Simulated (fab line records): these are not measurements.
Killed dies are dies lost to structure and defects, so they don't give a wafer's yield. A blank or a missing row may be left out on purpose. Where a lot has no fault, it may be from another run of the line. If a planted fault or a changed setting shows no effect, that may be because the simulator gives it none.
Which tool did it? | flow n5 finfet | Sampling: 11 lots, 33 wafers, 5 of 1938 route steps

WHAT EACH GAUGE READ, for each wafer
N5_BEOL_M15_CD_MEAS_10: the cd target is 360 nm. Usual: cd nm at 359.7 nm, with a standard deviation of 2.
lot  | measured     | on        | cd nm (nm)        | flag
L207 | day 12 07:35 | cd sem-01 | 360.0 360.8 361.4 |
L210 | day 14 10:29 | cd sem-02 | 360.7 360.0 358.3 |
L209 | day 14 16:21 | cd sem-01 | 359.1 358.9 355.5 |
L217 | day 16 23:49 | cd sem-01 | 357.3 356.1 357.9 |
L219 | day 17 03:38 | cd sem-02 | 361.7 360.2 357.3 |
L208 | day 17 12:43 | cd sem-03 | 361.7 359.6 359.2 |
L223 | day 18 12:29 | cd sem-03 | 352.9 353.1 352.0 | OFF
L220 | day 18 18:34 | cd sem-01 | 348.0 352.2 350.7 | OFF
L228 | day 19 03:00 | cd sem-03 | 359.8 358.5 357.0 |
L226 | day 19 07:19 | cd sem-02 | 358.8 358.6 358.1 |
L229 | day 19 09:55 | cd sem-01 | 359.2 362.0 358.8 |

WHAT TOOL EACH LOT RAN ON (gives the tool, then ch and the chambers of the sampled wafers, and finally the start)
lot  | N5_BEOL_M14_SPUTTER_43       | N5_BEOL_M14_ANNEAL_48            | N5_BEOL_M15_ILD_DEP_00          | N5_BEOL_M15_EXPOSE_07
L207 | pvd sputter-02, day 12 05:44 | rtp anneal-02 ch 0, day 12 06:13 | pecvd-02 ch 0,1,2, day 12 07:01 | krf scanner-02 ch 0, day 12 07:24
L210 | pvd sputter-01, day 14 08:25 | rtp anneal-02 ch 0, day 14 09:04 | pecvd-04 ch 0,1, day 14 09:48   | krf scanner-01 ch 0, day 14 10:19
L209 | pvd sputter-02, day 14 14:17 | rtp anneal-01 ch 0, day 14 15:01 | pecvd-04 ch 0,1,2, day 14 15:54 | krf scanner-01 ch 0, day 14 16:11
L217 | pvd sputter-03, day 16 21:41 | rtp anneal-02 ch 0, day 16 22:19 | pecvd-04 ch 1,2, day 16 23:16   | krf scanner-02 ch 0, day 16 23:39
L219 | pvd sputter-03, day 17 01:41 | rtp anneal-01 ch 0, day 17 02:10 | pecvd-02 ch 0,2, day 17 02:58   | krf scanner-01 ch 0, day 17 03:28
L208 | pvd sputter-03, day 17 10:53 | rtp anneal-01 ch 0, day 17 11:26 | pecvd-01 ch 0,1, day 17 12:10   | krf scanner-02 ch 0, day 17 12:34
L223 | pvd sputter-01, day 18 10:28 | rtp anneal-02 ch 0, day 18 11:11 | pecvd-04 ch 0,2, day 18 11:56   | krf scanner-01 ch 0, day 18 12:19
L220 | pvd sputter-03, day 18 16:41 | rtp anneal-01 ch 0, day 18 17:17 | pecvd-02 ch 0,1, day 18 18:01   | krf scanner-01 ch 0, day 18 18:24
L228 | pvd sputter-02, day 19 01:12 | rtp anneal-01 ch 0, day 19 01:43 | pecvd-01 ch 0,1,2, day 19 02:27 | krf scanner-02 ch 0, day 19 02:50
L226 | pvd sputter-02, day 19 05:31 | rtp anneal-02 ch 0, day 19 05:59 | pecvd-01 ch 0,1,2, day 19 06:46 | krf scanner-02 ch 0, day 19 07:09
L229 | pvd sputter-01, day 19 07:14 | rtp anneal-02 ch 0, day 19 08:34 | pecvd-02 ch 0,1, day 19 09:22   | krf scanner-02 ch 0, day 19 09:44
- N5_BEOL_M14_SPUTTER_43: material TaN, target thk 15 nm, time 24.19 s.
- N5_BEOL_M14_ANNEAL_48: time 90 s.
- N5_BEOL_M15_ILD_DEP_00: deposits SiO2 from TEOS/O2, target thk 1629.3 nm, time 346.1 s.
- N5_BEOL_M15_EXPOSE_07: exposes mask V14.

AS READ BY THE TOOLS THEMSELVES (means over the sampled wafers that have a number; for cases with no such wafer, the mark the record gives instead)
N5_BEOL_M14_SPUTTER_43. Usual: throttle valve pct at 30.2 %, with a standard deviation of 0.72.
lot  | tool           | throttle valve pct (%) | flag
L207 | pvd sputter-02 | 30.7                   |
L210 | pvd sputter-01 | 29.9                   |
L209 | pvd sputter-02 | 30.6                   |
L217 | pvd sputter-03 | 29.8                   |
L219 | pvd sputter-03 | 30.2                   |
L208 | pvd sputter-03 | 30.3                   |
L223 | pvd sputter-01 | 30.0                   |
L220 | pvd sputter-03 | 29.6                   |
L228 | pvd sputter-02 | 30.0                   |
L226 | pvd sputter-02 | 30.6                   |
L229 | pvd sputter-01 | 29.9                   |

N5_BEOL_M14_ANNEAL_48. Usual: wafer_temp_C_max at 226.05, with a standard deviation of 0.29.
lot  | tool          | wafer_temp_C_max | flag
L207 | rtp anneal-02 | 225.84           |
L210 | rtp anneal-02 | 225.88           |
L209 | rtp anneal-01 | 226.15           |
L217 | rtp anneal-02 | 225.87           |
L219 | rtp anneal-01 | 226.18           |
L208 | rtp anneal-01 | 226.05           |
L223 | rtp anneal-02 | 225.66           |
L220 | rtp anneal-01 | 226.33           |
L228 | rtp anneal-01 | 226.03           |
L226 | rtp anneal-02 | 225.72           |
L229 | rtp anneal-02 | 225.81           |

N5_BEOL_M15_ILD_DEP_00. Usual: heater power w 583 W, standard deviation 93; showerhead plenum p Torr 8.35 Torr, standard deviation 0.049; throttle valve pct 18.7 %, standard deviation 1.1.
lot  | tool     | heater power w (W) | showerhead plenum p Torr (Torr) | throttle valve pct (%) | flag
L207 | pecvd-02 | 558                | 8.36                            | 18.9                   |
L210 | pecvd-04 | 696                | 8.33                            | 19.4                   |
L209 | pecvd-04 | 568                | 8.37                            | 19.5                   |
L217 | pecvd-04 | 560                | 8.39                            | 19.5                   |
L219 | pecvd-02 | 487                | 8.31                            | 18.3                   |
L208 | pecvd-01 | 609                | 8.34                            | 17.6                   |
L223 | pecvd-04 | 630                | 8.34                            | 18.6                   |
L220 | pecvd-02 | 514                | 8.32                            | 18.1                   |
L228 | pecvd-01 | 495                | 8.32                            | 18.0                   |
L226 | pecvd-01 | 590                | 8.33                            | 17.9                   |
L229 | pecvd-02 | 548                | 8.31                            | 18.0                   |

N5_BEOL_M15_EXPOSE_07. Usual: exposure dose mJ cm2 41.24, standard deviation 0.046; reticle temp C 23.03 C, standard deviation 0.097.
lot  | tool           | exposure dose mJ cm2 | reticle temp C (C) | flag
L207 | krf scanner-02 | 41.22                | 23.01              |
L210 | krf scanner-01 | 41.21                | 23.08              |
L209 | krf scanner-01 | 41.25                | 23.10              |
L217 | krf scanner-02 | 41.19                | 22.95              |
L219 | krf scanner-01 | 41.21                | 23.05              |
L208 | krf scanner-02 | 41.26                | 23.07              |
L223 | krf scanner-01 | 38.94                | 23.01              | OFF
L220 | krf scanner-01 | 39.44                | 22.96              | OFF
L228 | krf scanner-02 | 41.28                | 23.16              |
L226 | krf scanner-02 | 41.15                | 23.01              |
L229 | krf scanner-02 | 41.22                | 23.16              |

THE ANSWER, worked out from the rows above alone
Rule: lot off if the mean of its wafers having a number is beyond 3 standard deviations from the usual mean. A lot without any number at a reading at which 4 lots or more have one is off too. Where the step has rows for the other lots, those lots are counted as sound. The gauges are gone through in route order, then the tools' own readings, and for those a lot's mean is taken as printed above. The first step at which some lot is off is used, and at that step the reading that is off furthest; a lot without a number counts as furthest.
Off: L223, L220, at N5_BEOL_M15_CD_MEAS_10 (cd nm).
If a tool, at a process step before that reading, ran all the lots that are off and no sound lot after the first of them, it fits. Not tried: the gauges at N5_BEOL_M15_CD_MEAS_10; whatever is off there is also off at N5_BEOL_M15_EXPOSE_07, on other tools, and gauge error can't account for it. One fits: krf scanner-01 at N5_BEOL_M15_EXPOSE_07. A fault onset in the window from L219 (day 17 03:28, its last sound lot) to L223 (day 18 12:19, its first lot off) fits.
The tool's own readings at N5_BEOL_M15_EXPOSE_07 bear it out: on the lots that are off they differ by more than 5 times the standard deviation of the sound lots' means. exposure dose mJ cm2 reads 39.19 there against 41.22 on the sound lots.

WHAT THE SIMULATOR HAD INSERTED
Drift in process parameters on krf scanner-01 at N5_BEOL_M15_EXPOSE_07, starting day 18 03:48. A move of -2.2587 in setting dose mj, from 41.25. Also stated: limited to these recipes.
Shown lots that were struck: L223, L220. Same finding as the rule above.
